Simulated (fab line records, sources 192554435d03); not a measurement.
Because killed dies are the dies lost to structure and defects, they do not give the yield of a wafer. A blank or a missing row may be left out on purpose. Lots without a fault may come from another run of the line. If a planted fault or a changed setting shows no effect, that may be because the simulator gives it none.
Tool commonality check -- flow n5-finfet -- 27 wafers sampled across 9 lots

== REASON IT WAS OPENED ==
At N5_BEOL_M13_RS_MEAS_54 the reading M13_RS is flagged on 2 of 9 lots. Fault-free wafers read 0.0451 ohm/sq, with a standard deviation of 0.00056.
Rule: a lot is flagged in two cases, either no wafer of it has a number, or all its wafers with numbers fall more than 4 standard deviations from that mean. As for the other lots, they are considered sound.

lot,measured,on,"M13_RS (ohm/sq), wafer by wafer",flag
L376,day 11 13:40,film-metro-01,0.0459 0.0456 0.0459,
L381,day 12 09:05,film-metro-02,56.630 56.805 56.083,FLAGGED
L380,day 12 14:49,film-metro-01,57.508 57.203 58.339,FLAGGED
L385,day 13 21:46,film-metro-02,0.0452 0.0459 0.0451,
L387,day 13 22:00,film-metro-01,0.0450 0.0454 0.0448,
L390,day 14 15:33,film-metro-01,0.0456 0.0446 0.0449,
L391,day 15 00:43,film-metro-01,0.0451 0.0457 0.0457,
L394,day 15 18:38,film-metro-02,0.0449 0.0460 0.0449,
L396,day 16 18:01,film-metro-01,0.0454 0.0455 0.0456,
Averaged over the flagged lots the numbers come to 57.0947 ohm/sq, +57.0496 ohm/sq from the usual (+99 or more standard deviations).

== EACH LOT AND THE TOOL IT RAN ON ==
4 process steps preceding the reading are held in the record, out of 1938 steps in the route. Every cell lists first the tool, next ch and the chambers used by the sampled wafers, and last the start.
lot,flag,N5_BEOL_M13_ETCH_68,N5_BEOL_M13_PRE_CLEAN_42,N5_BEOL_M13_SPUTTER_43,N5_BEOL_M13_ECD_47
L376,,"rie-diel-03 ch 1,2, day 11 05:30","pvd-sputter-02, day 11 12:28","pvd-sputter-02, day 11 12:31","ecd-cu-01 ch 0,1, day 11 12:50"
L381,FLAGGED,"rie-diel-03 ch 2,3, day 12 06:47","pvd-sputter-03, day 12 07:41","pvd-sputter-03, day 12 07:44","ecd-cu-02 ch 0, day 12 08:01"
L380,FLAGGED,"rie-diel-06 ch 0,2, day 12 07:10","pvd-sputter-03, day 12 13:37","pvd-sputter-03, day 12 13:39","ecd-cu-01 ch 1, day 12 13:56"
L385,,"rie-diel-03 ch 1,2,3, day 13 17:36","pvd-sputter-02, day 13 20:34","pvd-sputter-02, day 13 20:37","ecd-cu-01 ch 0,1, day 13 20:53"
L387,,"rie-diel-03 ch 0,1,2, day 13 18:13","pvd-sputter-03, day 13 20:46","pvd-sputter-03, day 13 20:49","ecd-cu-02 ch 0, day 13 21:05"
L390,,"rie-diel-06 ch 0,1,2, day 14 11:31","pvd-sputter-01, day 14 13:55","pvd-sputter-01, day 14 13:58","ecd-cu-02 ch 0,1, day 14 14:17"
L391,,"rie-diel-03 ch 0,2, day 14 21:53","pvd-sputter-03, day 14 23:11","pvd-sputter-03, day 14 23:14","ecd-cu-01 ch 0,1, day 14 23:33"
L394,,"rie-diel-01 ch 0,2, day 15 16:25","pvd-sputter-01, day 15 17:26","pvd-sputter-01, day 15 17:29","ecd-cu-02 ch 0,1, day 15 17:46"
L396,,"rie-diel-03 ch 0,1, day 16 14:59","pvd-sputter-02, day 16 16:49","pvd-sputter-02, day 16 16:51","ecd-cu-01 ch 0, day 16 17:08"
What these steps do:
- N5_BEOL_M13_ETCH_68: etches SOC in N2/H2, time 355 s.
- N5_BEOL_M13_PRE_CLEAN_42: time 30 s.
- N5_BEOL_M13_SPUTTER_43: material TaN, target thk 15 nm, time 24.19 s.
- N5_BEOL_M13_ECD_47: material Cu, target thk 936 nm.
- N5_BEOL_M13_RS_MEAS_54: measures by four-point-probe.

== FLAGGED AGAINST TOTAL, ONE TOOL AT A TIME (gauges that did the reading follow at the end) ==
step,tool,lots run,flagged,share of the flagged lots,sound lots run after its first flagged lot
N5_BEOL_M13_ETCH_68,rie-diel-01,1,0,none,-
N5_BEOL_M13_ETCH_68,rie-diel-03,6,1,some,"4 (L385,L387,L391,L396)"
N5_BEOL_M13_ETCH_68,rie-diel-06,2,1,some,1 (L390)
N5_BEOL_M13_PRE_CLEAN_42,pvd-sputter-01,2,0,none,-
N5_BEOL_M13_PRE_CLEAN_42,pvd-sputter-02,3,0,none,-
N5_BEOL_M13_PRE_CLEAN_42,pvd-sputter-03,4,2,all,"2 (L387,L391)"
N5_BEOL_M13_SPUTTER_43,pvd-sputter-01,2,0,none,-
N5_BEOL_M13_SPUTTER_43,pvd-sputter-02,3,0,none,-
N5_BEOL_M13_SPUTTER_43,pvd-sputter-03,4,2,all,"2 (L387,L391)"
N5_BEOL_M13_ECD_47,ecd-cu-01,5,1,some,"3 (L385,L391,L396)"
N5_BEOL_M13_ECD_47,ecd-cu-02,4,1,some,"3 (L387,L390,L394)"
N5_BEOL_M13_RS_MEAS_54,film-metro-01,6,1,some,"4 (L387,L390,L391,L396)"
N5_BEOL_M13_RS_MEAS_54,film-metro-02,3,1,some,"2 (L385,L394)"

== WHAT IS ALLOWED BY THE TABLE ==
In 2 table rows, all flagged lots were run: pvd-sputter-03 (N5_BEOL_M13_PRE_CLEAN_42), pvd-sputter-03 (N5_BEOL_M13_SPUTTER_43).
- pvd-sputter-03 at N5_BEOL_M13_PRE_CLEAN_42: 2 of its 4 lots flagged. Sound lots ran on it after the first flagged one (L387, L391), which a lasting fault on the whole tool wouldn't allow.
- pvd-sputter-03 at N5_BEOL_M13_SPUTTER_43: 2 of its 4 lots flagged. Sound lots ran on it after the first flagged one (L387, L391), which a lasting fault on the whole tool wouldn't allow.
No row of the table ran every flagged lot and no sound lot after the first.

== WHAT HAD BEEN PUT IN BY THE SIMULATOR ==
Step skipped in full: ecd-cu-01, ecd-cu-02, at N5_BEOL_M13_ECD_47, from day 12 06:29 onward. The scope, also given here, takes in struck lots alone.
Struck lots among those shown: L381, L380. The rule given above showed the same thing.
